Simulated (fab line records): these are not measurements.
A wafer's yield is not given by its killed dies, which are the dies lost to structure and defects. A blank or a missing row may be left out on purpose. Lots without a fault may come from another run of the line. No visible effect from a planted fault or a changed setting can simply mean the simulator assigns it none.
Code-filled problem report in 8D (eight disciplines) form | flow n5_finfet | the parts of the form that need people (team, actions taken, sign-off) are left out

## 1. PROBLEM STATEMENT
killed_at_M4_up at N5_PASSIVATION_PROBE_49 reads a mean of 338 on 6 wafers of 2 lots; wafers without a fault read 14 with a standard deviation of 5.9. Relative to the usual mean, that is a shift of +55 standard deviations.
Earliest sighting: wafer L553.2 on prober-02 at day 15 18:50. At this step, 10 wafers from 4 lots have a number in the record. By rule, "out" or "out of limits" means more than 4 standard deviations away from the usual mean. The rest of the wafers with a number are treated as sound.

## 2. WHAT IT IS; WHAT IT IS NOT
question                    | is                                                                                                   | is not
which readings at this step | killed_at_M4_up, defect_limited_yield, killed_dies, sort_bin_5_function, sort_n_pass, sort_yield_pct | killed_at_M0_to_M3, killed_at_contacts, killed_at_front_end, killed_at_other, killed_short, sort_bin_6_memory
which lots                  | L552, L553                                                                                           | L560, L570
which wafers of those lots  | all that have a number                                                                               | -
read on which tools         | prober-01, prober-02                                                                                 | -
when                        | from day 15 18:50                                                                                    | up to then (0 sound wafers); but 4 sound wafers of L560, L570 came after

## 3. WHAT RULES OUT EACH SUSPECT
Counting: a tool at any process step up to the reading remains a suspect when it ran all the lots that are out and ran no sound lot after the first of those.
- pecvd-03 at N5_BEOL_M7_PECVD_70 (deposits SiO2 from TEOS/O2, target thk 20 nm, time 22.7 s): ruled out as a lasting fault. The sound lots L560 went through it after L553, its earliest lot that is out (day 12 09:02).
Left after counting: nothing in the record.

## 4. THE CAUSE (what the simulator had put in)
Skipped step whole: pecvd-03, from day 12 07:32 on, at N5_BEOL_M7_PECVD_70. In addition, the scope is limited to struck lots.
The count ruled it out by mistake, since the rule takes a fault to strike every lot its tool runs from the start of the fault on, and this one did not do so.

## 5. THE CHAIN OF EFFECTS, in route order
Each row: a reading whose mean over the struck wafers that have a number lies more than 3 standard deviations from the usual. Only readings whose record carries a usual standard deviation are examined. hours: median over the lots of the time between each lot's start at the first step of this table that gives one and its start at this step. sigmas: the change, counted in usual standard deviations.
hours | step                    | reading              | usual  | on struck wafers | change | sigmas
0     | N5_PASSIVATION_PROBE_49 | defect_limited_yield | 91.2 % | 63.7             | -27.5  | -20
0     | N5_PASSIVATION_PROBE_49 | killed_at_M4_up      | 14     | 338              | +324   | +55
0     | N5_PASSIVATION_PROBE_49 | killed_dies          | 104    | 428              | +324   | +19
0     | N5_PASSIVATION_PROBE_49 | killed_on_rim        | 14     | 43               | +29    | +7.3
0     | N5_PASSIVATION_PROBE_49 | sort_bin_5_function  | 5.2 %  | 32.2             | +27.0  | +27
0     | N5_PASSIVATION_PROBE_49 | sort_n_pass          | 1069   | 751              | -318   | -6.1
0     | N5_PASSIVATION_PROBE_49 | sort_yield_pct       | 91 %   | 64               | -27    | -6.2
Process steps it contains:
- N5_PASSIVATION_PROBE_49
Readings that are blank on the struck wafers while sound wafers have them: chamber_pressure_Torr at N5_BEOL_M7_PECVD_70; heater_power_outer_w at N5_BEOL_M7_PECVD_70; heater_power_w at N5_BEOL_M7_PECVD_70; showerhead_plenum_p_Torr at N5_BEOL_M7_PECVD_70; throttle_valve_pct at N5_BEOL_M7_PECVD_70.

## 6. WHAT WOULD HAVE CAUGHT IT SOONER
The fault began at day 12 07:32; the first out-of-limits reading in this record came at day 15 18:50, 83 hours later.
At N5_BEOL_M7_PECVD_70 the tool's readings are blank on the struck wafers, where sound wafers have them: an empty tool record is the first sign, and it was there at once.
